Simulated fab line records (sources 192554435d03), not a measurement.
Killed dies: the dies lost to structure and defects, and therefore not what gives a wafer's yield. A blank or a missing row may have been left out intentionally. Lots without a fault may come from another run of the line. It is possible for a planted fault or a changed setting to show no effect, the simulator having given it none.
Code-filled problem report in 8D (eight disciplines) form / flow n5-finfet / the parts of the form that need people (team, actions taken, sign-off) are left out

## 1. THE ISSUE
cd-nm at N5_BEOL_M13_CD_MEAS_28 reads a mean of 203.1 nm on 6 wafers of 2 lots; wafers without a fault read 209.6 nm with a standard deviation of 1.1. That is -5.9 standard deviations from the usual mean.
The step: target cd 209.5 nm.
First observed at day 16 00:44: wafer L572.1, on cd-sem-01. Wafers with a number at this step in the record: 21, from 7 lots. By rule, "out" or "out of limits" means more than 4 standard deviations away from the usual mean. All remaining wafers that have a number are taken as sound.

## 2. WHAT IT IS, WHAT IT ISN'T
question=which readings at this step | is=cd-nm | is not=-
question=which lots | is=L572, L573 | is not=L558, L559, L575, L576, L577
question=which wafers of those lots | is=all that have a number | is not=-
question=read on which gauges | is=cd-sem-01, cd-sem-03 | is not=cd-sem-02
question=when | is=from day 16 00:44 | is not=up to then (6 sound wafers); but 9 sound wafers of L575, L576, L577 came after

## 3. SUSPECTS, AND WHAT RULES EACH OUT
Counting: any tool at a process step up to the reading is kept as a suspect provided that every lot that is out went through it and no sound lot did after the first of them.
- the gauge at N5_BEOL_M13_CD_MEAS_28: ruled out. The wafers that are out were read on 2 gauges (cd-sem-01, cd-sem-03).
- krf-scanner-01 at N5_BEOL_M13_EXPOSE_25 (exposes mask M13, target cd 210 nm): kept. All lots that are out passed through it, beginning with L572 at day 16 00:34, and no sound lot followed; its final sound lot before that point was L559 at day 13 06:32. On those wafers its own readings are out: exposure-dose-mJ-cm2.
The count leaves krf-scanner-01 at N5_BEOL_M13_EXPOSE_25.

## 4. THE CAUSE (what the simulator had put in)
Process parameter drift: krf-scanner-01, from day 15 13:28 on, at N5_BEOL_M13_EXPOSE_25. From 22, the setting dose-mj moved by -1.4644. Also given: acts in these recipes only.
After counting, this tool was the only one left.

## 5. THE CHAIN OF EFFECTS, in route order
Each row: a reading where the mean over the struck wafers with a number is more than 3 standard deviations away from the usual. Only readings for which the record gives a usual standard deviation are gone through. hours: the time from each lot's start at the first step in this table that gives one to its start at this step, as a median over the lots. sigmas: the change in usual standard deviations.
hours=0; step=N5_BEOL_M13_EXPOSE_25; reading=exposure-dose-mJ-cm2; usual=21.983; on struck wafers=20.658; change=-1.325; sigmas=-55
hours=0; step=N5_BEOL_M13_CD_MEAS_28; reading=cd-nm; usual=209.6 nm; on struck wafers=203.1; change=-6.5; sigmas=-5.9
The process steps in it:
- N5_BEOL_M13_EXPOSE_25: exposes mask M13, target cd 210 nm.
Later steps that measure or inspect, where all struck wafers having a row at the step show a number for every such reading and not one has moved that far: N5_BEOL_M13_INSPECT_30, N5_BEOL_M15_RC_MEAS_101.

## 6. HOW IT WOULD HAVE BEEN CAUGHT EARLIER
In this record the first reading out of limits at a measuring or inspecting step was taken at day 16 00:44, 11 hours after the fault began at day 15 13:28.
The tool's own readings at N5_BEOL_M13_EXPOSE_25 were out on every struck wafer that the step has a row for (exposure-dose-mJ-cm2): an alarm limit on them would have fired on the first of those.
Lots out: 2; of these, L573 started N5_BEOL_M13_EXPOSE_25 on krf-scanner-01 after day 16 00:44. A tool hold placed at that time would have kept it from harm.
